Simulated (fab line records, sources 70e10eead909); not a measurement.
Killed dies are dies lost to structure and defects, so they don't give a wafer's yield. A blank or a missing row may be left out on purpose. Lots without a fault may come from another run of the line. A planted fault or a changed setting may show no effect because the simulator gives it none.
fab line records | flow nand_harc | part 1 of 2: steps 1 to 20 of 35
record lots=5 wafers=15 last_day=34
route steps=1302 shown A_CONTACT@1044
lots that met no fault: from a run of the same line without faults
start_h: hours from the record's first day to the start of the lot's first wafer shown | wait_h: hours since the lot's step before | " the same as in the row above | L1.1+2: a row that stands for several wafers | - no value, or no start given | * or withheld: withheld | < > ~ a bound
route shown NAME@n: a module of which the file shows steps, and the number in the route of the first | usual: mean/standard deviation of fault-free wafers | same: alike in all rows | chamber/n: place in a boat | sites: the reading at each site | _std_site: their standard deviation | _edge_site: outer sites' mean less inner sites' | radius_mm: how far each site lies from the wafer's centre | mask NAME#n: copy n | behind: the tool/chamber that last shaped the wafer | hold: why the lot was held/for how many hours/how that ended | device: the transistor (n, p or np) that didn't switch | end of line: the same wafers' tests at the end of the route | a step without rows: its recipe alone | killed: dies lost to structure and defects at the first sort, not the wafer's yield | map: a wafer's dies, x killed, . not, _ none there
set.NAME: the setting as run; set.NAME@STEP: as run at that earlier step | model.NAME: the simulator's own value behind a step, which no gauge read
lots at some steps of the route; a table a step, a row a wafer
services: from which hour (start_h, from the record's first day; less than 0 if before it) a tool's chamber was out of use, for how many hours, and why
## steps
# step NHARC_A_CONTACT_ETCH_76
# recipe target_depth_a=2600 over_etch_frac=0.3 time_s=475.3 ion_energy_ev=200 n2_flow_sccm=150 h2_flow_sccm=150 ar_flow_sccm=0 rf_w=400 bias_w=150 chemistry=N2/H2
# usual drypump_motor_current_A=5.9/0.46 oes_product_au=0.999/0.011 rf_vpp_V=431/3.3 showerhead_plenum_p_Torr=2.06/0.11 throttle_valve_pct=14.171/0.0087
# columns lot.wafer tool chamber start_h wait_h drypump_motor_current_A oes_product_au rf_hours_counter_h rf_vpp_V showerhead_plenum_p_Torr throttle_valve_pct
L081.2 rie_diel-08 0 - - 4.8 1.007 14 434 2.19 14.183
L081.5 " 3 " " 6.3 0.993 - 434 2.17 14.174
L081.6 " 0 " " 4.9 0.987 - 435 2.19 14.163
L083.3 rie_diel-11 3 - - 6.1 0.981 50 431 2.05 14.169
L083.2 " 0 " " 6.2 1.009 51 425 1.88 14.175
L083.4 " 3 " " 6.1 0.990 - 433 2.05 14.182
L084.2 rie_diel-11 2 - - 6.6 0.994 61 429 1.98 14.172
L084.5 " 2 " " 6.6 0.987 - 429 1.98 14.157
L084.4 " 3 " " 6.1 0.986 - 430 2.05 14.167
L091.4 rie_diel-09 2 - - 6.0 0.999 26 435 2.21 14.171
L091.3 " 3 " " 5.7 0.996 23 428 2.00 14.175
L091.2 " 0 " " 5.2 1.017 23 435 2.16 14.179
L097.3 rie_diel-09 2 - - 6.0 0.988 8 435 2.20 14.158
L097.4 " 0 " " 5.2 0.988 9 434 2.16 14.192
L097.6 " 1 " " 6.3 1.001 - 426 1.91 14.180
# step NHARC_A_CONTACT_ETCH_77
# recipe target_depth_a=1089 time_s=54.5 cf4_flow_sccm=100 chf3_flow_sccm=30 ar_flow_sccm=0 rf_w=500 bias_w=200 chemistry=CF4/CHF3
# usual chf3_flow_sccm=30.00/0.086 drypump_motor_current_A=5.9/0.46 oes_product_au=0.938/0.023 rf_vpp_V=370.9/2.9 showerhead_plenum_p_Torr=1.58/0.083 throttle_valve_pct=16.803/0.0087
# columns lot.wafer tool chamber start_h wait_h chf3_flow_sccm drypump_motor_current_A oes_product_au rf_hours_counter_h rf_vpp_V showerhead_plenum_p_Torr throttle_valve_pct
L081.2 rie_diel-08 2 - - 29.93 5.5 0.972 13 372.5 1.57 16.801
L081.5 " 1 " " 29.98 6.5 0.979 - 369.3 1.52 16.799
L081.6 " 2 " " 30.07 5.5 0.965 - 372.1 1.57 16.801
L083.2 rie_diel-11 2 - - 30.01 6.5 0.917 58 369.4 1.53 16.803
L083.3 " 3 " " 30.07 6.1 0.906 50 369.2 1.58 16.810
L083.4 " 2 " " 29.94 6.6 0.918 - 368.8 1.53 16.812
L084.2 rie_diel-11 2 - - 30.09 6.6 0.932 61 369.4 1.53 16.811
L084.4 " 3 " " 29.98 6.1 0.927 - 369.5 1.58 16.794
L084.5 " 0 " " 29.87 6.2 0.937 - 365.3 1.46 16.799
L091.2 rie_diel-09 0 - - 29.92 5.2 0.982 23 372.9 1.66 16.813
L091.4 " 1 " " 29.99 6.3 0.984 25 368.1 1.49 16.794
L091.3 " 2 " " 30.12 6.0 0.954 26 375.3 1.69 16.795
L097.3 rie_diel-09 3 - - 30.07 5.7 0.903 6 369.7 1.55 16.803
L097.4 " 2 " " 30.01 6.0 0.913 8 374.6 1.69 16.800
L097.6 " 0 " " 30.03 5.1 0.929 - 373.2 1.66 16.797
# step NHARC_A_CONTACT_ETCH_78
# recipe target_depth_a=53000 over_etch_frac=0.3 time_s=1378 ion_energy_ev=150 o2_flow_sccm=400 cos_flow_sccm=20 ar_flow_sccm=0 rf_w=500 bias_w=300 chemistry=O2/COS
# usual drypump_motor_current_A=5.9/0.45 oes_product_au=0.999/0.011 rf_vpp_V=314.5/2.6 showerhead_plenum_p_Torr=3.14/0.16 throttle_valve_pct=28.329/0.009
# columns lot.wafer tool chamber start_h wait_h drypump_motor_current_A oes_product_au rf_hours_counter_h rf_vpp_V showerhead_plenum_p_Torr throttle_valve_pct
L081.2 rie_diel-08 0 - - 4.8 0.999 14 317.8 3.33 28.333
L081.6 " 2 " " 5.5 1.021 - 314.0 3.12 28.329
L081.5 " 3 " " 6.3 0.992 - 317.5 3.30 28.335
L083.3 rie_diel-11 0 - - 6.2 1.004 51 309.0 2.90 28.332
L083.2 " 2 " " 6.6 0.998 58 312.8 3.04 28.314
L083.4 " 2 " " 6.6 0.999 - 312.2 3.04 28.325
L084.2 rie_diel-11 0 - - 6.2 0.993 54 311.6 2.90 28.313
L084.5 " 0 " " 6.2 0.989 - 310.0 2.90 28.338
L084.4 " 2 " " 6.6 0.973 - 311.2 3.04 28.325
L091.4 rie_diel-09 1 - - 6.4 1.002 25 310.3 2.95 28.336
L091.2 " 2 " " 6.0 0.994 26 318.6 3.36 28.331
L091.3 " 3 " " 5.7 0.985 23 313.8 3.07 28.329
L097.3 rie_diel-09 1 - - 6.3 0.999 9 313.1 2.94 28.319
L097.4 " 3 " " 5.7 0.977 6 314.3 3.07 28.322
L097.6 " 1 " " 6.3 1.004 - 312.3 2.94 28.334
# step NHARC_A_CONTACT_ETCH_124
# recipe source_w=withheld pressure_mtorr=20 bias_v=withheld time_s=140 target_depth_a=7000 ar_flow_sccm=withheld c4f8_flow_sccm=withheld o2_flow_sccm=withheld chemistry=C4F8/O2/Ar
# columns lot.wafer tool chamber start_h wait_h rf_hours_counter_h
L081.2 har_cap_etch-02 0 598.87 - 107
L081.6 " 0 " " -
L081.5 " 1 " " -
L083.2 har_cap_etch-01 1 604.25 - 15
L083.4 " 1 " " -
L083.3 " 0 " " -
L084.2 har_cap_etch-02 1 609.31 - 108
L084.4 " 0 " " -
L084.5 " 1 " " -
L091.2 har_cap_etch-03 1 654.33 - 68
L091.4 " 0 " " -
L091.3 " 1 " " -
L097.3 har_cap_etch-03 1 736.57 - -
L097.4 " 0 " " -
L097.6 " 1 " " -
# step NHARC_A_CONTACT_ETCH_125
# recipe source_w=withheld pressure_mtorr=20 bias_v=3000 time_s=197 target_depth_a=19180 ar_flow_sccm=withheld c4f8_flow_sccm=withheld o2_flow_sccm=withheld chemistry=C4F8/O2/Ar
# columns lot.wafer tool chamber start_h wait_h rf_hours_counter_h
L081.2 har_cap_etch-02 0 599.07 0.2 107
L081.6 " 0 " " -
L081.5 " 1 " " -
L083.2 har_cap_etch-01 1 604.45 0.2 16
L083.4 " 1 " " -
L083.3 " 0 " " -
L084.2 har_cap_etch-02 1 609.51 0.2 108
L084.4 " 0 " " -
L084.5 " 1 " " -
L091.2 har_cap_etch-03 1 654.52 0.2 68
L091.4 " 0 " " -
L091.3 " 1 " " -
L097.3 har_cap_etch-03 1 736.76 0.2 -
L097.4 " 0 " " -
L097.6 " 1 " " -
# step NHARC_A_CONTACT_ETCH_126
# recipe source_w=withheld pressure_mtorr=20 bias_v=3000 time_s=197 target_depth_a=19180 ar_flow_sccm=withheld c4f8_flow_sccm=withheld o2_flow_sccm=withheld chemistry=C4F8/O2/Ar
# columns lot.wafer tool chamber start_h wait_h rf_hours_counter_h
L081.2 har_cap_etch-02 0 599.25 0.1 107
L081.6 " 0 " " -
L081.5 " 1 " " -
L083.2 har_cap_etch-01 1 604.63 0.1 16
L083.4 " 1 " " -
L083.3 " 0 " " -
L084.2 har_cap_etch-02 1 609.68 0.1 109
L084.4 " 0 " " -
L084.5 " 1 " " -
L091.2 har_cap_etch-03 1 654.70 0.1 69
L091.4 " 0 " " -
L091.3 " 1 " " -
L097.3 har_cap_etch-03 1 736.93 0.1 -
L097.4 " 0 " " -
L097.6 " 1 " " -
# step NHARC_A_CONTACT_ETCH_127
# recipe source_w=withheld pressure_mtorr=20 bias_v=3000 time_s=197 target_depth_a=19180 ar_flow_sccm=withheld c4f8_flow_sccm=withheld o2_flow_sccm=withheld chemistry=C4F8/O2/Ar
# columns lot.wafer tool chamber start_h wait_h rf_hours_counter_h
L081.2 har_cap_etch-02 0 599.42 0.1 107
L081.6 " 0 " " -
L081.5 " 1 " " -
L083.2 har_cap_etch-01 1 604.80 0.1 16
L083.4 " 1 " " -
L083.3 " 0 " " -
L084.2 har_cap_etch-02 1 609.86 0.1 109
L084.4 " 0 " " -
L084.5 " 1 " " -
L091.2 har_cap_etch-03 1 654.88 0.1 69
L091.4 " 0 " " -
L091.3 " 1 " " -
L097.3 har_cap_etch-03 1 737.11 0.1 -
L097.4 " 0 " " -
L097.6 " 1 " " -
# step NHARC_A_CONTACT_ETCH_128
# recipe source_w=withheld pressure_mtorr=20 bias_v=3000 time_s=197 target_depth_a=19180 ar_flow_sccm=withheld c4f8_flow_sccm=withheld o2_flow_sccm=withheld chemistry=C4F8/O2/Ar
# columns lot.wafer tool chamber start_h wait_h rf_hours_counter_h
L081.2 har_cap_etch-02 0 599.60 0.1 107
L081.6 " 0 " " -
L081.5 " 1 " " -
L083.2 har_cap_etch-01 1 604.98 0.1 16
L083.4 " 1 " " -
L083.3 " 0 " " -
L084.2 har_cap_etch-02 1 610.04 0.1 109
L084.4 " 0 " " -
L084.5 " 1 " " -
L091.2 har_cap_etch-03 1 655.05 0.1 69
L091.4 " 0 " " -
L091.3 " 1 " " -
L097.3 har_cap_etch-03 1 737.29 0.1 -
L097.4 " 0 " " -
L097.6 " 1 " " -
# step NHARC_A_CONTACT_ETCH_129
# recipe source_w=withheld pressure_mtorr=20 bias_v=3000 time_s=197 target_depth_a=19180 ar_flow_sccm=withheld c4f8_flow_sccm=withheld o2_flow_sccm=withheld chemistry=C4F8/O2/Ar
# columns lot.wafer tool chamber start_h wait_h rf_hours_counter_h
L081.2 har_cap_etch-02 0 599.77 0.1 107
L081.6 " 0 " " -
L081.5 " 1 " " -
L083.2 har_cap_etch-01 1 605.16 0.1 16
L083.4 " 1 " " -
L083.3 " 0 " " -
L084.2 har_cap_etch-02 1 610.21 0.1 109
L084.4 " 0 " " -
L084.5 " 1 " " -
L091.2 har_cap_etch-03 1 655.23 0.1 69
L091.4 " 0 " " -
L091.3 " 1 " " -
L097.3 har_cap_etch-03 1 737.46 0.1 -
L097.4 " 0 " " -
L097.6 " 1 " " -
# step NHARC_A_CONTACT_ETCH_130
# recipe source_w=withheld pressure_mtorr=20 bias_v=3000 time_s=197 target_depth_a=19180 ar_flow_sccm=withheld c4f8_flow_sccm=withheld o2_flow_sccm=withheld chemistry=C4F8/O2/Ar
# columns lot.wafer tool chamber start_h wait_h rf_hours_counter_h
L081.2 har_cap_etch-02 0 599.95 0.2 107
L081.6 " 0 " " -
L081.5 " 1 " " -
L083.2 har_cap_etch-01 1 605.34 0.1 16
L083.4 " 1 " " -
L083.3 " 0 " " -
L084.2 har_cap_etch-02 1 610.39 0.1 109
L084.4 " 0 " " -
L084.5 " 1 " " -
L091.2 har_cap_etch-03 1 655.41 0.1 69
L091.4 " 0 " " -
L091.3 " 1 " " -
L097.3 har_cap_etch-03 1 737.64 0.1 -
L097.4 " 0 " " -
L097.6 " 1 " " -
# step NHARC_A_CONTACT_ETCH_131
# recipe source_w=withheld pressure_mtorr=20 bias_v=3000 time_s=197 target_depth_a=19180 ar_flow_sccm=withheld c4f8_flow_sccm=withheld o2_flow_sccm=withheld chemistry=C4F8/O2/Ar
# columns lot.wafer tool chamber start_h wait_h rf_hours_counter_h
L081.2 har_cap_etch-02 0 600.13 0.1 108
L081.6 " 0 " " -
L081.5 " 1 " " -
L083.2 har_cap_etch-01 1 605.51 0.1 17
L083.4 " 1 " " -
L083.3 " 0 " " -
L084.2 har_cap_etch-02 1 610.56 0.1 109
L084.4 " 0 " " -
L084.5 " 1 " " -
L091.2 har_cap_etch-03 1 655.59 0.1 69
L091.4 " 0 " " -
L091.3 " 1 " " -
L097.3 har_cap_etch-03 1 737.82 0.1 -
L097.4 " 0 " " -
L097.6 " 1 " " -
# step NHARC_A_CONTACT_ETCH_132
# recipe source_w=withheld pressure_mtorr=20 bias_v=3000 time_s=197 target_depth_a=19240 ar_flow_sccm=withheld c4f8_flow_sccm=withheld o2_flow_sccm=withheld chemistry=C4F8/O2/Ar
# columns lot.wafer tool chamber start_h wait_h rf_hours_counter_h
L081.2 har_cap_etch-02 0 600.31 0.1 108
L081.6 " 0 " " -
L081.5 " 1 " " -
L083.2 har_cap_etch-01 1 605.69 0.1 17
L083.4 " 1 " " -
L083.3 " 0 " " -
L084.2 har_cap_etch-02 1 610.74 0.1 110
L084.4 " 0 " " -
L084.5 " 1 " " -
L091.2 har_cap_etch-03 1 655.77 0.1 70
L091.4 " 0 " " -
L091.3 " 1 " " -
L097.3 har_cap_etch-03 1 737.99 0.1 -
L097.4 " 0 " " -
L097.6 " 1 " " -
# step NHARC_A_CONTACT_ETCH_133
# recipe source_w=withheld pressure_mtorr=20 bias_v=400 time_s=374 target_depth_a=16100 ar_flow_sccm=withheld c4f8_flow_sccm=11.5 o2_flow_sccm=7.2 chemistry=C4F8/O2/Ar
# columns lot.wafer tool chamber start_h wait_h rf_hours_counter_h
L081.2 har_cap_etch-02 0 600.48 0.1 108
L081.6 " 0 " " -
L081.5 " 1 " " -
L083.2 har_cap_etch-01 1 605.86 0.1 17
L083.4 " 1 " " -
L083.3 " 0 " " -
L084.2 har_cap_etch-02 1 610.92 0.1 110
L084.4 " 0 " " -
L084.5 " 1 " " -
L091.2 har_cap_etch-03 1 655.98 0.2 70
L091.4 " 0 " " -
L091.3 " 1 " " -
L097.3 har_cap_etch-03 1 738.25 0.2 -
L097.4 " 0 " " -
L097.6 " 1 " " -
# step NHARC_A_CONTACT_ETCH_91
# recipe target_depth_a=400 over_etch_frac=0.5 time_s=85.7 ion_energy_ev=120 ch3f_flow_sccm=50 o2_flow_sccm=30 ar_flow_sccm=200 rf_w=500 bias_w=100 chemistry=CH3F/O2
# usual drypump_motor_current_A=5.9/0.5 oes_product_au=0.94/0.032 rf_vpp_V=244.6/1.8 showerhead_plenum_p_Torr=2.49/0.12 throttle_valve_pct=20.663/0.0084
# columns lot.wafer tool chamber start_h wait_h drypump_motor_current_A oes_product_au rf_hours_counter_h rf_vpp_V showerhead_plenum_p_Torr throttle_valve_pct
L081.2 rie_diel-11 3 601.27 0.7 6.1 0.91 50 243.3 2.47 20.661
L081.5 " 3 " " 6.1 0.92 - 243.7 2.47 20.658
L081.6 " 0 " " 6.2 0.92 - 242.1 2.28 20.685
L083.2 rie_diel-08 1 606.66 0.7 6.5 1.01 11 244.6 2.38 20.654
L083.3 " 2 " " 5.5 1.01 15 244.5 2.45 20.665
L083.4 " 3 " " 6.3 0.99 18 245.7 2.60 20.666
L084.4 rie_diel-09 0 611.70 0.5 5.2 0.95 15 245.3 2.60 20.676
L084.2 " 1 " " 6.3 0.93 17 243.1 2.32 20.667
L084.5 " 1 " " 6.3 0.93 - 243.1 2.32 20.643
L091.3 rie_diel-08 1 656.69 0.5 6.5 0.94 33 241.5 2.37 20.664
L091.4 " 2 " " 5.5 0.94 34 244.6 2.45 20.666
L091.2 " 0 " " 4.9 0.92 37 245.7 2.62 20.670
L097.4 rie_diel-08 2 738.90 0.5 5.5 1.02 1 244.5 2.44 20.661
L097.3 " 1 " " 6.5 1.00 1 243.0 2.36 20.669
L097.6 " 2 " " 5.6 1.01 - 243.0 2.44 20.654
# step NHARC_A_CONTACT_ETCH_97
# recipe target_depth_a=200 over_etch_frac=0.5 time_s=10 ion_energy_ev=250 c4f6_flow_sccm=25 o2_flow_sccm=20 ar_flow_sccm=500 rf_w=600 bias_w=500 chemistry=C4F6/O2
# usual drypump_motor_current_A=5.9/0.52 oes_product_au=0.961/0.024 rf_vpp_V=548/3.7 showerhead_plenum_p_Torr=3.97/0.18 throttle_valve_pct=26.903/0.0092
# columns lot.wafer tool chamber start_h wait_h drypump_motor_current_A oes_product_au rf_hours_counter_h rf_vpp_V showerhead_plenum_p_Torr throttle_valve_pct
L081.2 rie_diel-11 0 601.44 0.1 6.2 0.954 51 541 3.66 26.888
L081.6 " 0 " " 6.2 0.951 - 542 3.66 26.900
L081.5 " 2 " " 6.6 0.940 - 545 3.83 26.913
L083.4 rie_diel-08 1 - - 6.5 1.007 11 545 3.80 26.891
L083.3 " 2 " " 5.5 1.005 15 547 3.92 26.896
L083.2 " 3 " " 6.3 0.989 18 551 4.14 26.912
L084.4 rie_diel-09 0 - - 5.2 0.961 15 550 4.14 26.899
L084.2 " 3 " " 5.7 0.941 15 545 3.87 26.904
L084.5 " 0 " " 5.2 0.962 - 551 4.14 26.890
L091.3 rie_diel-08 3 - - 6.3 0.940 35 551 4.13 26.895
L091.4 " 1 " " 6.5 0.958 33 544 3.79 26.896
L091.2 " 2 " " 5.5 0.947 34 545 3.91 26.922
L097.4 rie_diel-08 3 - - 6.3 0.998 1 551 4.12 26.905
L097.3 " 0 " " 4.8 0.990 1 551 4.15 26.904
L097.6 " 3 " " 6.3 0.998 - 552 4.12 26.909
# step NHARC_A_CONTACT_CD_MEAS_80
# usual cd_nm=289.4/0.75
# columns lot.wafer tool chamber start_h wait_h cd_nm
L081.2 cd_sem-03 - 601.52 - 290.0
L081.5 " - " " 290.5
L081.6 " - " " 289.1
L083.2 cd_sem-02 - 606.86 - 289.0
L083.3 " - " " 288.7
L083.4 " - " " 289.8
L084.2 cd_sem-01 - 611.92 - 288.9
L084.4 " - " " 289.3
L084.5 " - " " 288.9
L091.2 cd_sem-03 - 656.92 - 289.8
L091.3 " - " " 289.6
L091.4 " - " " 289.8
L097.3 cd_sem-01 - 739.12 - 288.5
L097.4 " - " " 288.1
L097.6 " - " " 288.5
# step NHARC_A_CONTACT_STRIP_103
# recipe n2_flow_sccm=150 h2_flow_sccm=150 ar_flow_sccm=0 bias_w=0 chemistry=N2/H2
# columns lot.wafer tool chamber start_h wait_h
L081.2+5+6 rie_diel-09 0,1,2 601.62 0.1
L083.4+3+2 rie_diel-08 3,0,1 606.95 0.1
L084.4+2+5 rie_diel-09 0,1,0 612.00 0.1
L091.2+3+4 rie_diel-11 0,1,2 657.00 0.1
L097.4+3+6 rie_diel-08 1,2,0 739.21 0.1
# step NHARC_A_CONTACT_STRIP_104
# recipe cf4_flow_sccm=100 chf3_flow_sccm=30 ar_flow_sccm=0 bias_w=0 chemistry=CF4/CHF3
# columns lot.wafer tool chamber start_h wait_h
L081.2+5+6 rie_diel-09 2,3,0 601.70 0.1
L083.3+4+2 rie_diel-08 1,2,3 607.08 0.1
L084.2+4+5 rie_diel-09 1,2,1 612.09 0.1
L091.3+2+4 rie_diel-11 1,2,3 657.08 0.1
L097.3+4+6 rie_diel-08 2,1,3 739.29 0.1
# step NHARC_A_CONTACT_STRIP_105
# recipe o2_flow_sccm=400 cos_flow_sccm=20 ar_flow_sccm=0 bias_w=0 chemistry=O2/COS
# columns lot.wafer tool chamber start_h wait_h
L081.2+5+6 rie_diel-09 0,1,2 601.76 0.1
L083.2+4+3 rie_diel-08 2,3,0 607.14 0.1
L084.4+2+5 rie_diel-09 1,3,1 612.15 0.1
L091.4+2+3 rie_diel-11 2,3,1 657.14 0.1
L097.4+3+6 rie_diel-08 2,1,2 739.35 0.0
# step NHARC_A_CONTACT_ETCH_106
# recipe target_depth_a=900 overetch_a=90 time_s=49.5 ion_energy_ev=100 cf4_flow_sccm=80 o2_flow_sccm=20 ar_flow_sccm=0 rf_w=300 bias_w=100 chemistry=CF4/O2
# usual drypump_motor_current_A=5.9/0.47 oes_product_au=1.003/0.01 rf_vpp_V=198.3/1.5 showerhead_plenum_p_Torr=1.36/0.069 throttle_valve_pct=13.397/0.0093
# columns lot.wafer tool chamber start_h wait_h drypump_motor_current_A oes_product_au rf_hours_counter_h rf_vpp_V showerhead_plenum_p_Torr throttle_valve_pct
L081.2 rie_diel-09 1 601.81 0.0 6.3 0.996 15 197.0 1.26 13.395
L081.5 " 1 " " 6.4 1.005 - 194.9 1.26 13.415
L081.6 " 2 " " 6.0 0.993 - 199.8 1.44 13.381
L083.4 rie_diel-08 3 607.20 0.1 6.2 0.993 18 199.9 1.41 13.406
L083.3 " 1 " " 6.5 1.017 12 197.3 1.29 13.388
L083.2 " 2 " " 5.5 1.002 15 197.9 1.33 13.379
L084.2 rie_diel-09 2 612.21 0.1 6.0 1.000 17 199.8 1.44 13.402
L084.4 " 3 " " 5.7 1.003 15 197.8 1.31 13.401
L084.5 " 2 " " 6.0 1.000 - 200.5 1.44 13.401
L091.2 rie_diel-11 3 657.20 0.1 6.1 0.992 9 198.6 1.34 13.413
L091.3 " 0 " " 6.2 0.991 9 200.2 1.44 13.387
L091.4 " 2 " " 6.6 0.995 12 197.0 1.30 13.391
L097.4 rie_diel-08 3 739.41 0.1 6.3 0.993 1 201.9 1.41 13.400
L097.3 " 1 " " 6.4 0.994 1 197.5 1.28 13.420
L097.6 " 3 " " 6.2 0.991 - 199.6 1.41 13.385
